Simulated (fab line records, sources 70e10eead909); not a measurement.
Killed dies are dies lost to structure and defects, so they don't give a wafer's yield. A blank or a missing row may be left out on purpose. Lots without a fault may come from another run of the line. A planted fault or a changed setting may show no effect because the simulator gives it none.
fab line records | flow nand_harc
record lots=14 wafers=40 last_day=25
route steps=1159 shown A_CONTACT@874 HYBRID_BOND@1094 THIN_TSV@1119 END@1159
lots that met no fault: from a run of the same line without faults
start_h: hours from the record's first day to the start of the lot's first wafer shown | wait_h: hours since the lot's step before | " the same as in the row above | L1.1+2: a row that stands for several wafers | - no value, or no start given | * or withheld: withheld | < > ~ a bound
route shown NAME@n: a module of which the file shows steps, and the number in the route of the first | usual: mean/standard deviation of fault-free wafers | same: alike in all rows | chamber/n: place in a boat | sites: the reading at each site | _std_site: their standard deviation | _edge_site: outer sites' mean less inner sites' | radius_mm: how far each site lies from the wafer's centre | mask NAME#n: copy n | behind: the tool/chamber that last shaped the wafer | hold: why the lot was held/for how many hours/how that ended | device: the transistor (n, p or np) that didn't switch | end of line: the same wafers' tests at the end of the route | a step without rows: its recipe alone | killed: dies lost to structure and defects at the first sort, not the wafer's yield | map: a wafer's dies, x killed, . not, _ none there
set.NAME: the setting as run; set.NAME@STEP: as run at that earlier step | model.NAME: the simulator's own value behind a step, which no gauge read
steps of the route over a sample of lots; a table a step, a row a wafer
services: from which hour (start_h, from the record's first day; less than 0 if before it) a tool's chamber was out of use, for how many hours, and why
## steps
# step NHARC_A_CONTACT_ETCH_123
# recipe source_w=withheld pressure_mtorr=20 bias_v=400 time_s=253 target_depth_a=10900 ar_flow_sccm=withheld c4f8_flow_sccm=11.5 o2_flow_sccm=7.2 chemistry=C4F8/O2/Ar
# columns lot.wafer tool chamber start_h wait_h rf_hours_counter_h
L869.3 har_cap_etch-01 0 358.60 0.2 -
L869.5 " 1 " " -
L869.6 " 0 " " -
L870.2 har_cap_etch-01 1 368.88 0.1 57
L870.3 " 1 " " -
L870.5 " 1 " " -
L872.2 har_cap_etch-03 1 371.04 0.1 84
L872.3 " 0 " " -
L872.5 " 0 " " -
L871.2 har_cap_etch-03 1 379.84 0.2 86
L871.6 " 0 " " -
L871.5 " 1 " " -
L873.2 har_cap_etch-02 1 391.59 0.1 14
L873.3 " 1 " " -
L873.6 " 0 " " -
L876.1 har_cap_etch-01 0 425.08 0.1 65
L876.4 " 0 " " -
L876.6 " 1 " " -
L880.3 har_cap_etch-03 0 445.13 0.2 -
L882.1 har_cap_etch-03 1 447.62 0.1 96
L882.3 " 1 " " -
L882.5 " 0 " " -
L885.1 har_cap_etch-02 1 465.29 0.1 26
L885.4 " 1 " " -
L885.6 " 0 " " -
L888.1 har_cap_etch-01 0 473.46 0.1 76
L888.4 " 0 " " -
L888.5 " 1 " " -
L887.1 har_cap_etch-01 1 477.95 0.1 78
L887.3 " 0 " " -
L887.4 " 1 " " -
L892.1 har_cap_etch-02 1 504.50 0.1 33
L892.2 " 0 " " 33
L892.5 " 0 " " -
L889.2 har_cap_etch-01 0 507.27 0.1 81
L889.4 " 1 " " -
L889.6 " 1 " " -
L891.1 har_cap_etch-01 1 513.03 0.1 83
L891.6 " 0 " " -
L891.5 " 1 " " -
# step NHARC_HYBRID_BOND_ACTIVATE_00
# recipe time_s=60 n2_flow_sccm=200 ar_flow_sccm=0 bias_power_w=0 chemistry=N2
# usual drypump_motor_current_A=5.7/0.35 oes_product_au=0.997/0.0086 rf_vpp_V=63.9/0.87 showerhead_plenum_p_Torr=1.74/0.074
# columns lot.wafer tool chamber start_h wait_h drypump_motor_current_A oes_product_au rf_hours_counter_h rf_vpp_V showerhead_plenum_p_Torr
L869.3 rie_diel-06 3 411.20 0.1 6.0 0.997 17 65.4 1.69
L869.5 " 1 " " 5.9 0.998 - 63.3 1.76
L869.6 " 2 " " 5.2 1.008 - 64.4 1.83
L870.3 rie_diel-06 0 413.67 0.1 5.6 1.006 16 63.0 1.66
L870.2 " 1 " " 6.0 1.003 16 63.9 1.76
L870.5 " 0 " " 5.6 1.006 - 63.2 1.66
L872.2 rie_diel-06 1 416.17 0.1 5.9 0.999 16 63.5 1.76
L872.3 " 3 " " 6.0 1.000 18 62.9 1.69
L872.5 " 0 " " 5.6 1.001 - 63.6 1.66
L871.2 rie_diel-05 2 416.77 0.1 5.3 0.989 24 63.6 1.77
L871.6 " 2 " " 5.3 1.003 - 62.2 1.77
L871.5 " 3 " " 5.0 0.995 - 64.7 1.71
L873.2 rie_diel-10 3 437.61 0.2 5.3 1.000 24 65.8 1.82
L873.3 " 1 " " 5.4 1.008 26 64.9 1.89
L873.6 " 0 " " 5.2 1.016 - 63.7 1.65
L876.4 rie_diel-06 3 467.01 0.1 6.0 0.997 4 62.8 1.68
L876.1 " 0 " " 5.6 0.989 4 63.4 1.66
L876.6 " 2 " " 5.2 0.989 - 64.8 1.83
L880.3 rie_diel-06 2 491.41 0.1 5.2 1.006 5 63.0 1.83
L882.1 rie_diel-06 3 492.19 0.1 6.0 0.994 6 63.7 1.68
L882.3 " 0 " " 5.6 0.981 6 63.5 1.66
L882.5 " 0 " " 5.6 0.986 - 63.3 1.66
L885.4 rie_diel-06 1 498.87 0.1 5.9 0.994 6 63.6 1.76
L885.1 " 3 " " 6.0 0.991 7 63.3 1.68
L885.6 " 1 " " 6.0 0.991 - 62.4 1.76
L888.4 rie_diel-06 3 522.81 0.1 6.0 0.998 9 63.1 1.68
L888.1 " 0 " " 5.6 0.988 9 62.9 1.66
L888.5 " 2 " " 5.2 0.991 - 63.8 1.83
L887.1 rie_diel-06 1 528.21 0.1 6.0 1.006 8 63.1 1.76
L887.4 " 2 " " 5.2 1.000 8 64.4 1.83
L887.3 " 3 " " 6.0 1.012 9 63.6 1.68
L892.1 rie_diel-06 3 540.18 0.1 6.0 0.990 10 63.1 1.68
L892.2 " 1 " " 6.0 1.002 9 63.9 1.76
L892.5 " 2 " " 5.2 0.992 - 65.0 1.83
L889.4 rie_diel-05 0 550.76 0.1 6.1 0.982 9 64.4 1.90
L889.2 " 3 " " 5.0 1.006 9 64.8 1.70
L889.6 " 0 " " 6.1 0.978 - 66.4 1.90
L891.1 rie_diel-06 2 557.51 0.1 5.2 0.996 10 63.7 1.83
L891.5 " 2 " " 5.2 0.992 - 65.8 1.83
L891.6 " 3 " " 6.0 1.003 - 62.4 1.68
# step NHARC_THIN_TSV_ETCH_44
# recipe target_depth_a=15942 time_s=797.1 cf4_flow_sccm=150 o2_flow_sccm=10 ar_flow_sccm=0 rf_w=300 bias_w=800 chemistry=CF4/O2
# usual drypump_motor_current_A=6.1/0.41 oes_product_au=1.001/0.0085 rf_vpp_V=796/4.4 showerhead_plenum_p_Torr=1.86/0.068 throttle_valve_pct=16.915/0.0085
# columns lot.wafer tool chamber start_h wait_h drypump_motor_current_A oes_product_au rf_hours_counter_h rf_vpp_V showerhead_plenum_p_Torr throttle_valve_pct
L869.3 rie_diel-02 3 427.11 0.1 5.7 0.989 6 791 1.82 16.900
L869.6 " 2 " " 6.2 0.995 - 798 1.90 16.918
L869.5 " 3 " " 5.7 0.996 - 794 1.82 16.902
L870.2 rie_diel-09 0 429.51 0.1 5.3 1.001 20 787 1.73 16.911
L870.3 " 1 " " 6.5 0.993 19 799 1.91 16.917
L870.5 " 1 " " 6.5 1.009 - 799 1.91 16.906
L872.3 rie_diel-09 3 430.75 0.1 6.3 0.989 20 800 1.92 16.916
L872.2 " 1 " " 6.5 0.997 20 798 1.91 16.918
L872.5 " 0 " " 5.3 1.001 - 789 1.73 16.898
L871.2 rie_diel-11 1 434.39 0.1 5.5 1.001 4 801 1.93 16.926
L871.5 " 1 " " 5.5 0.997 - 798 1.93 16.918
L871.6 " 2 " " 5.8 1.001 - 791 1.78 16.917
L873.2 rie_diel-02 2 450.49 0.1 6.2 0.988 7 798 1.90 16.922
L873.3 " 3 " " 5.7 0.984 - 793 1.82 16.901
L873.6 " 2 " " 6.2 0.984 - 798 1.90 16.920
L876.4 rie_diel-02 1 479.81 0.1 6.7 0.999 9 794 1.85 16.915
L876.1 " 2 " " 6.2 0.995 10 797 1.90 16.911
L876.6 " 1 " " 6.7 0.993 - 796 1.85 16.921
L882.3 rie_diel-02 2 502.97 0.1 6.2 0.995 12 798 1.90 16.927
L882.1 " 0 " " 6.3 1.003 11 802 1.96 16.910
L882.5 " 2 " " 6.2 0.990 - 800 1.89 16.930
L880.3 rie_diel-02 1 504.14 0.1 6.6 1.004 11 794 1.85 16.920
L885.4 rie_diel-11 3 513.51 0.1 6.4 1.009 9 795 1.85 16.905
L885.1 " 0 " " 5.7 1.000 9 792 1.77 16.914
L885.6 " 2 " " 5.8 1.006 - 791 1.78 16.923
L888.1 rie_diel-09 1 536.70 0.1 6.5 1.005 11 799 1.91 16.917
L888.4 " 3 " " 6.3 0.996 12 801 1.92 16.936
L888.5 " 1 " " 6.5 1.014 - 799 1.91 16.923
L887.3 rie_diel-02 0 541.99 0.1 6.3 1.010 2 803 1.96 16.915
L887.4 " 1 " " 6.7 1.004 2 795 1.85 16.924
L887.1 " 3 " " 5.7 1.001 1 794 1.82 16.907
L892.2 rie_diel-02 3 551.61 0.1 5.7 0.999 2 793 1.81 16.923
L892.1 " 0 " " 6.4 1.009 3 804 1.96 16.917
L892.5 " 2 " " 6.2 1.001 - 799 1.89 16.922
L889.2 rie_diel-02 0 565.55 0.1 6.4 1.007 4 801 1.96 16.922
L889.4 " 2 " " 6.2 1.012 - 798 1.89 16.927
L889.6 " 0 " " 6.4 1.012 - 802 1.96 16.917
L891.1 rie_diel-02 0 570.10 0.1 6.3 1.001 4 802 1.96 16.916
L891.5 " 0 " " 6.4 1.004 - 803 1.96 16.901
L891.6 " 1 " " 6.7 1.009 - 796 1.84 16.916
# step NHARC_END_SORT_01
# recipe temp_c=25
# usual killed_at_array=28/8.9 killed_at_other=0.8/1.2 killed_at_periphery=3.3/2.3 killed_dies=32/9.4 killed_open=3.2/1.8 killed_short=1.9/1.4
# same gross_dies=677
# columns lot.wafer tool chamber start_h wait_h killed_at_array killed_at_other killed_at_periphery killed_dies killed_open killed_short
L882.1 prober-02 0 518.27 2.5 32 1 2 35 6 2
L882.3 prober-02 0 519.85 3.1 26 3 1 30 3 2
L882.5 prober-02 0 521.44 3.7 104 1 1 106 2 3
L880.3 prober-01 0 526.85 3.1 86 0 1 87 1 1
# killed by level:class
L882.1 A_CHANNEL_HOLE_D1:chamber_film_flake=18 A_CONTACT:chamber_film_flake=4 A_CONTACT:geometric_particle:open=2 A_STAIRCASE:chamber_film_flake=2 P_M0:geometric_particle:open=1 A_ONON_D1:geometric_particle:short=1 A_CHANNEL_FILL_D1:geometric_particle:short=1 A_STAIRCASE:geometric_particle:open=1
L882.3 A_CHANNEL_HOLE_D1:chamber_film_flake=13 A_CONTACT:chamber_film_flake=4 A_STAIRCASE:chamber_film_flake=3 THIN_TSV:chamber_film_flake=3 A_WL_FILL:chamber_film_flake=2 P_M0:geometric_particle:short=1 A_SOURCE_PLATE:geometric_particle:short=1 A_WL_FILL:geometric_particle:open=1
L882.5 A_CONTACT:unspecified=74 A_CHANNEL_HOLE_D1:chamber_film_flake=17 A_STAIRCASE:chamber_film_flake=4 A_CONTACT:chamber_film_flake=3 A_CHANNEL_FILL_D1:geometric_particle:short=2 A_ONON_D1:geometric_particle:short=1 A_CHANNEL_FILL_D1:geometric_particle:open=1 A_M0:geometric_particle:open=1
L880.3 A_CONTACT:unspecified=66 A_SLIT:chamber_film_flake=10 A_CHANNEL_HOLE_D1:chamber_film_flake=4 A_STAIRCASE:chamber_film_flake=4 P_M0:geometric_particle:short=1 A_CONTACT:geometric_particle:open=1 A_WL_FILL:chamber_film_flake=1
## services
# columns tool chamber start_h hours kind
rie_diel-05 - 340.75 9.0 pm
rie_diel-10 - 353.50 9.0 pm
rie_diel-02 1 364.55 9.2 repair
rie_diel-11 - 366.50 9.0 pm
rie_diel-02 0 370.83 3.7 repair
rie_diel-02 2 383.72 14.0 repair
rie_diel-06 3 399.70 2.4 repair
rie_diel-11 3 401.69 8.5 repair
rie_diel-02 1 410.57 7.7 repair
rie_diel-06 - 418.21 9.0 pm
rie_diel-10 2 423.51 3.3 repair
rie_diel-09 - 431.10 9.0 pm
rie_diel-02 1 448.72 12.5 repair
rie_diel-02 0 448.92 6.9 repair
rie_diel-09 2 490.38 5.8 repair
rie_diel-02 - 504.70 9.0 pm
rie_diel-05 - 517.82 9.0 pm
rie_diel-11 2 521.53 2.3 repair
rie_diel-09 1 541.86 9.4 repair
rie_diel-11 - 543.50 9.0 pm
har_cap_etch-03 - 545.00 17.0 pm
rie_diel-05 - 555.56 0.6 repair
rie_diel-02 1 561.37 7.1 repair
rie_diel-02 3 564.15 1.7 repair
## key
first_sign step=NHARC_END_SORT_01 reading=killed_at_array direction=up sigmas=7.5 usual=28 struck=95
effect step=NHARC_END_SORT_01 reading=killed_dies direction=up sigmas=6.8 usual=32 struck=96
more_kills_born_at NHARC_A_CONTACT_ETCH_123@har_cap_etch-03=137
met_at NHARC_A_CONTACT_ETCH_123
struck_lots L880,L882
struck_wafers L880.3,L882.5
tester_left_out L880,L882
not_acting_at NHARC_HYBRID_BOND_ACTIVATE_00,NHARC_THIN_TSV_ETCH_44
onset_between 379.84 445.13
fault kind=chamber_particle_source tool=har_cap_etch-03 chamber=0 onset_h=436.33 steps=NHARC_A_CONTACT_ETCH_123 rate_per_visit_cm2=0.38682 end_h=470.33
# tester_left_out: of these lots the tester's yield and bins aren't shown, on N5 and GAA mostly nor the transistor test; their killed dies are dies lost to structure and defects alone, not to doping, threshold or leakage, so they don't give the yield
